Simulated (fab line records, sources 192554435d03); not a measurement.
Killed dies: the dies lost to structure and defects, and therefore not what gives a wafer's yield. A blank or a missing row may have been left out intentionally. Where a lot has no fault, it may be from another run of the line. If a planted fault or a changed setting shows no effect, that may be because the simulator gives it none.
Which of the tools did it?	flow n5-finfet	10 lots with 28 wafers sampled at 5 steps, on a route of 1938 steps

== WHAT THE GAUGES SHOWED, per wafer ==
N5_BEOL_M0_SAQP_INSPECT_42: inspects for defects (brightfield). Usual: raw-defect-count 299, standard deviation 98.
lot	measured	on	raw-defect-count	flag
L819	day 6 13:29	defect-inspect-02	301 183 240	
L820	day 6 22:29	defect-inspect-01	248 197 381	
L825	day 8 04:07	defect-inspect-02	230 265 399	
L827	day 8 18:21	defect-inspect-01	217 226 400	
L828	day 9 05:16	defect-inspect-02	287 450	
L829	day 9 06:12	defect-inspect-02	252 254 135	
L830	day 9 13:20	defect-inspect-02	497 236	
L836	day 10 22:31	defect-inspect-01	351 261 336	
L839	day 11 10:13	defect-inspect-01	311 239 222	
L838	day 11 12:30	defect-inspect-02	411 426 231	

N5_BEOL_M4_RC_MEAS_101. Usual: DIBL_N 35.4 mV/V, standard deviation 2.1; DIBL_P 34.8 mV/V, standard deviation 2.6; IOFF_N 0.15 nA/um, standard deviation 0.037; IOFF_P 0.19 nA/um, standard deviation 0.037; ION_N 677 uA/um, standard deviation 16; ION_P 462 uA/um, standard deviation 9.3; SS_N 71.4 mV/dec, standard deviation 0.75; SS_P 72.9 mV/dec, standard deviation 0.77; VT_N 250 mV, standard deviation 3.7; VT_P -251 mV, standard deviation 3.5.
lot	measured	on	DIBL_N (mV/V)	DIBL_P (mV/V)	IOFF_N (nA/um)	IOFF_P (nA/um)	ION_N (uA/um)	ION_P (uA/um)	SS_N (mV/dec)	SS_P (mV/dec)	VT_N (mV)	VT_P (mV)	flag
L819	day 9 06:27	prober-02	34.7 31.1 35.3	35.4 31.0 35.7	0.15 0.09 0.14	0.18 0.13 0.19	697 665 679	463 461 464	70.7 70.3 71.1	72.6 71.1 72.5	249 256 249	-256 -256 -252	
L820	day 9 08:56	prober-02	39.0 32.9 37.2	37.7 31.1 35.9	0.24 0.12 0.20	0.23 0.15 0.21	679 672 688	456 463 465	72.0 70.8 72.7	74.2 72.4 73.9	245 255 245	-248 -252 -248	
L825	day 10 14:34	prober-01	34.5 36.8 36.8	34.6 37.8 36.9	0.13 0.15 0.16	0.17 0.20 0.19	684 669 668	464 453 457	71.4 71.6 71.8	72.2 73.7 73.4	252 251 249	-252 -255 -253	
L827	day 11 11:31	prober-02	34.3 39.5 32.7	34.2 41.3 31.6	0.13 0.25 0.11	0.17 0.31 0.14	660 712 669	454 480 457	71.3 72.6 70.9	71.9 74.3 72.1	251 242 253	-253 -243 -254	
L828	day 11 18:20	prober-02	33.6 34.1	33.6 34.6	0.15 0.16	0.20 0.22	688 700	480 479	70.6 71.4	72.4 72.1	246 246	-248 -250	
L829	day 11 12:50	prober-01	35.2 35.3 33.4	34.9 34.9 32.1	0.15 0.14 0.12	0.21 0.21 0.17	683 679 674	467 469 462	71.2 71.3 71.4	73.5 73.1 72.2	248 249 254	-248 -249 -250	
L830	day 11 15:50	prober-01	28.8 36.4	26.1 34.9	0.07 0.15	0.10 0.20	635 652	444 452	69.5 72.4	70.5 72.8	261 253	-259 -249	
L836	day 13 15:20	prober-01	35.9 39.2 35.8	34.1 39.1 33.8	0.13 0.20 0.13	0.15 0.22 0.14	656 709 668	449 469 445	71.6 72.2 71.5	72.8 74.6 73.2	255 245 254	-254 -253 -261	
L839	day 14 14:02	prober-02	38.0 36.1 36.0	40.0 37.1 36.9	0.22 0.18 0.17	0.26 0.23 0.21	710 701 689	477 476 467	72.6 71.7 71.4	73.7 73.3 73.6	242 247 246	-247 -250 -250	
L838	day 14 15:19	prober-01	35.5 32.7 35.4	35.0 31.9 36.6	0.15 0.11 0.16	0.23 0.18 0.25	676 672 688	468 472 474	71.7 70.3 71.5	73.1 71.7 72.9	254 254 249	-243 -247 -244	

== WHAT TOOL EACH LOT RAN ON (gives the tool, then ch and the chambers of the sampled wafers, and finally the start) ==
lot	N5_BEOL_M0_SAQP_MANDREL2_REMOVE_110	N5_BEOL_M0_SAQP_ALD_48	N5_BEOL_M0_SAQP_STRIP_75
L819	rie-si-06 ch 0,1,3, day 6 12:52	ald-sin-01 ch 0,3, day 6 13:49	rie-diel-04 ch 0,2,3, day 6 14:32
L820	rie-si-04 ch 1,2,3, day 6 21:58	ald-sin-01 ch 0,2, day 6 23:17	rie-diel-06 ch 0,3, day 6 23:55
L825	rie-si-06 ch 2,3, day 8 03:37	ald-sin-02 ch 0,3, day 8 05:48	rie-diel-06 ch 1,3, day 8 06:29
L827	rie-si-01 ch 2,3, day 8 17:50	ald-sin-01 ch 0,2,3, day 8 18:59	rie-diel-04 ch 1,2,3, day 8 19:36
L828	rie-si-06 ch 0,1, day 9 04:38	ald-sin-01 ch 2,3, day 9 05:35	rie-diel-02 ch 1, day 9 06:13
L829	rie-si-01 ch 0,2, day 9 05:41	ald-sin-04 ch 1,2, day 9 06:40	rie-diel-04 ch 1,3, day 9 07:20
L830	rie-si-06 ch 1,2, day 9 12:52	ald-sin-01 ch 0,2, day 9 14:35	rie-diel-04 ch 1, day 9 15:13
L836	rie-si-01 ch 0,2,3, day 10 21:53	ald-sin-04 ch 0,1,3, day 10 22:50	rie-diel-02 ch 2,3, day 10 23:28
L839	rie-si-06 ch 0,1,3, day 11 09:33	ald-sin-02 ch 0,1,3, day 11 10:41	rie-diel-06 ch 0,3, day 11 11:18
L838	rie-si-04 ch 0,2,3, day 11 11:51	ald-sin-02 ch 1,2,3, day 11 13:03	rie-diel-04 ch 0,2,3, day 11 13:41
- N5_BEOL_M0_SAQP_MANDREL2_REMOVE_110: chemistry HBr/Cl2/O2, target a-Si, stops on SiCN, bt time 10 s.
- N5_BEOL_M0_SAQP_ALD_48: deposits SiO2, target thk 20 nm, pulse time 1 s, co reactant pulse time 1 s.
- N5_BEOL_M0_SAQP_STRIP_75: strips in CF4.

== WHAT THE TOOLS THEMSELVES READ (means of the sampled wafers that have a number; where no wafer has one, the mark that the record gives instead) ==
N5_BEOL_M0_SAQP_MANDREL2_REMOVE_110. Usual: O2_flow_sccm 4.999 sccm, standard deviation 0.014; drypump-motor-current-A 5.7 A, standard deviation 0.46; oes-product-au 0.998 a.u., standard deviation 0.016; throttle-valve-pct 36.8 %, standard deviation 0.33.
lot	tool	O2_flow_sccm (sccm)	drypump-motor-current-A (A)	oes-product-au (a.u.)	throttle-valve-pct (%)	flag
L819	rie-si-06	5.007	6.1	0.993	36.7	
L820	rie-si-04	5.005	5.6	1.002	36.8	
L825	rie-si-06	4.992	6.4	0.995	36.6	
L827	rie-si-01	4.987	5.6	1.011	36.8	
L828	rie-si-06	5.008	5.7	1.010	36.7	
L829	rie-si-01	4.988	5.6	0.993	36.8	
L830	rie-si-06	4.998	5.7	1.004	36.5	
L836	rie-si-01	5.002	5.5	0.982	36.8	
L839	rie-si-06	4.984	6.1	1.005	36.7	
L838	rie-si-04	4.997	5.7	0.999	37.1	

N5_BEOL_M0_SAQP_ALD_48. Usual: heater-power-w 76 W, standard deviation 5.6; precursor-pulse-height-rel 1.000, standard deviation 0.02.
lot	tool	heater-power-w (W)	precursor-pulse-height-rel	flag
L819	ald-sin-01	76	0.986	
L820	ald-sin-01	75	0.999	
L825	ald-sin-02	74	0.998	
L827	ald-sin-01	77	1.011	
L828	ald-sin-01	78	0.972	
L829	ald-sin-04	79	0.986	
L830	ald-sin-01	76	1.042	
L836	ald-sin-04	80	1.005	
L839	ald-sin-02	75	0.998	
L838	ald-sin-02	70	0.991	

N5_BEOL_M0_SAQP_STRIP_75. Usual: drypump-motor-current-A 5.7 A, standard deviation 0.48; oes-product-au 0.176 a.u., standard deviation 0.019; power-w 299.9 W, standard deviation 0.82; rf-vpp-V 271.3 V, standard deviation 1.3; showerhead-plenum-p-Torr 1.80 Torr, standard deviation 0.045; throttle-valve-pct 13.68 %, standard deviation 0.28.
lot	tool	drypump-motor-current-A (A)	oes-product-au (a.u.)	power-w (W)	rf-vpp-V (V)	showerhead-plenum-p-Torr (Torr)	throttle-valve-pct (%)	flag
L819	rie-diel-04	5.7	0.163	299.9	271.5	1.83	13.87	
L820	rie-diel-06	5.3	0.181	299.1	269.3	1.74	13.84	
L825	rie-diel-06	5.3	0.193	300.0	270.8	1.79	13.72	
L827	rie-diel-04	6.0	0.169	300.7	271.9	1.83	13.65	
L828	rie-diel-02	5.9	0.184	299.5	270.1	1.75	13.25	
L829	rie-diel-04	6.1	0.175	299.6	272.3	1.82	13.46	
L830	rie-diel-04	6.5	0.181	300.6	271.2	1.81	13.41	
L836	rie-diel-02	5.5	0.165	300.0	270.5	1.77	13.81	
L839	rie-diel-06	5.3	0.170	299.1	269.3	1.73	13.94	
L838	rie-diel-04	5.7	0.177	300.4	271.3	1.82	13.73	

== THE ANSWER, worked out from the rows above alone ==
Rule: a lot is off if the mean of its wafers that have a number lies more than 3 standard deviations from the usual mean. A lot without any number at a reading at which 4 lots or more have one is off too. All remaining lots with rows at the step are treated as sound. The gauges are gone through in route order, then the tools' own readings, and for those a lot's mean is taken as printed above. The first step at which some lot is off is used, and at that step the reading that is off furthest; a lot without a number counts as furthest.
No lot is off at any reading shown: from this, nothing can be told.

== WHAT HAD BEEN PUT IN BY THE SIMULATOR ==
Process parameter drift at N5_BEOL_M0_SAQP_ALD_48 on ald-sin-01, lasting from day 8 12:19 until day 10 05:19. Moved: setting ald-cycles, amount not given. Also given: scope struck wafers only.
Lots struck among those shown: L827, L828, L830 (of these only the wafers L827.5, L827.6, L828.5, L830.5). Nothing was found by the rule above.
